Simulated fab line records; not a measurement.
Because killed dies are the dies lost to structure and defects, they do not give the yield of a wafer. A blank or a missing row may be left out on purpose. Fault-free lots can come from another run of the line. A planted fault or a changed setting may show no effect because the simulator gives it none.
Lot-split experiment | flow n5 finfet | 21 wafers read from 7 lots, route of 1938 steps

THE SPLIT
At N5_BEOL_M11_COAT_59 (time 60 s, resist thk 100 nm), the setting spin rpm was moved away from the recipe's 1500 rpm on 8 of the 21 wafers read, by -6.2% to +5.9%. This setting was run at the recipe's value on the other wafers.

FROM THE SPLIT TO THE READING: what the file shows between them, 8 steps
- N5_BEOL_M11_COAT_05: resist thk 90 nm (also split here: spin rpm)
- N5_BEOL_M11_EBR_07
- N5_BEOL_M11_SOFTBAKE_06: time 60 s
- N5_BEOL_M11_DESCUM_16: chemistry O2, time 7.9 s
- N5_BEOL_M11_ETCH_61: etches SiARC in CF4, target depth 39 nm, time 65 s
- N5_BEOL_M11_ETCH_62: etches SOC in N2/H2, target depth 110 nm, overetch 22 nm, time 165 s
- N5_BEOL_M11_STRIP_68: strips in N2/H2
- N5_BEOL_M11_STRIP_67: strips in CF4

THE READING
SOC_of_BEOL_M11_COAT_59.thk nm (the simulator's own value, which no gauge read), in nm, at N5_BEOL_M11_HM_OPEN_17 (chemistry Cl2/BCl3, target TiN, target depth 20 nm, overetch 6 nm). The file does not state a usual value for it. Across the 13 wafers here that went through the recipe, the average is 92.2 nm and the standard deviation 0.33 nm.

wafer  | tool, chamber at the split | spin rpm as run, rpm | against the recipe | SOC_of_BEOL_M11_COAT_59.thk nm, nm | against lot-mates on the recipe
L075.1 | litho track-04, 0          | 1500                 | recipe             | 92.8                               | -
L075.3 | litho track-04, 0          | 1500                 | recipe             | 92.8                               | -
L075.2 | litho track-04, 0          | 1575                 | +5.0%              | 90.6                               | -2.2
L081.1 | litho track-04, 0          | 1550                 | +3.3%              | 90.4                               | -1.6
L081.2 | litho track-04, 0          | 1500                 | recipe             | 92                                 | -
L081.5 | litho track-04, 0          | 1500                 | recipe             | 92                                 | -
L082.1 | litho track-01, 0          | 1500                 | recipe             | 92.4                               | -
L082.2 | litho track-01, 0          | 1500                 | recipe             | 92.4                               | -
L082.5 | litho track-01, 0          | 1407                 | -6.2%              | 95.6                               | +3.2
L084.3 | litho track-04, 0          | 1589                 | +5.9%              | 89.4                               | -2.8
L084.5 | litho track-04, 0          | 1500                 | recipe             | 92.2                               | -
L084.6 | litho track-04, 0          | 1589                 | +5.9%              | 89.2                               | -3.0
L094.3 | litho track-02, 0          | 1443                 | -3.8%              | 93.4                               | +1.6
L094.4 | litho track-02, 0          | 1500                 | recipe             | 91.8                               | -
L094.5 | litho track-02, 0          | 1443                 | -3.8%              | 93.6                               | +1.8
L096.2 | litho track-04, 0          | 1500                 | recipe             | 91.8                               | -
L096.3 | litho track-04, 0          | 1500                 | recipe             | 91.8                               | -
L096.4 | litho track-04, 0          | 1500                 | recipe             | 92                                 | -
L097.3 | litho track-02, 0          | 1500                 | recipe             | 92.2                               | -
L097.5 | litho track-02, 0          | 1500                 | recipe             | 92.2                               | -
L097.6 | litho track-02, 0          | 1581                 | +5.4%              | 89.4                               | -2.8

FIT RESULTS
A straight line over all 21 wafers: SOC_of_BEOL_M11_COAT_59.thk nm changes by -0.463 nm for each +1% of spin rpm; r = -0.97; the points scatter about the line by 0.39 nm.
The same after taking each lot's own level away (the mean of its wafers on the recipe; 21 wafers): -0.486 nm for each +1%; r = -1.00; scatter 0.11 nm.
That fit puts the effect of the largest move of spin rpm on the reading at 3 nm.
From 91.80 to 92.80 nm: that is the span of the lots' own levels, equal to 3.1 times the standard deviation above.
Consequently the slope shifts little with the lot-to-lot level, the two slopes agreeing.
Check: for one of the wafers moved furthest among these (-6.2%), held out of the fit, the line's prediction against its lot-mates is +2.93 nm. It came out at +3.2 nm against them.

OTHER SPLITS APPLIED TO THESE WAFERS
Note: prior to the reading, these wafers also went through further splits. Each is held against what the fit with the lots' levels taken away leaves over:
other split on the same wafers | wafers away from the commonest value | r with SOC_of_BEOL_M11_COAT_59.thk nm (lot level and that fit taken away)
N5_BEOL_M10_COAT_05 spin rpm   | 7                                    | -0.10
N5_BEOL_M11_COAT_05 spin rpm   | 5                                    | -0.04

THE WHOLE CHAIN: every reading that the file lists as answering this split, in the file's order
step                   | what it does                                                         | reading                                                                         | change (the file's fit)               | r (the file's)
N5_BEOL_M11_COAT_59    | time 60 s, resist thk 100 nm                                         | SOC_of_BEOL_M11_COAT_59.thk nm (the simulator's own value, which no gauge read) | -0.471 nm for each +1% of the setting | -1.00
N5_BEOL_M11_ETCH_62    | etches SOC in N2/H2, target depth 110 nm, overetch 22 nm, time 165 s | etch.depth nm (the simulator's own value, which no gauge read)                  | -0.481 nm for each +1% of the setting | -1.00
N5_BEOL_M11_HM_OPEN_17 | chemistry Cl2/BCl3, target TiN, target depth 20 nm, overetch 6 nm    | SOC_of_BEOL_M11_COAT_59.thk nm (the simulator's own value, which no gauge read) | -0.489 nm for each +1% of the setting | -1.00

THE FILE'S OWN FIT
SOC_of_BEOL_M11_COAT_59.thk nm changes by -0.489 nm for each +1% of spin rpm, r = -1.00.
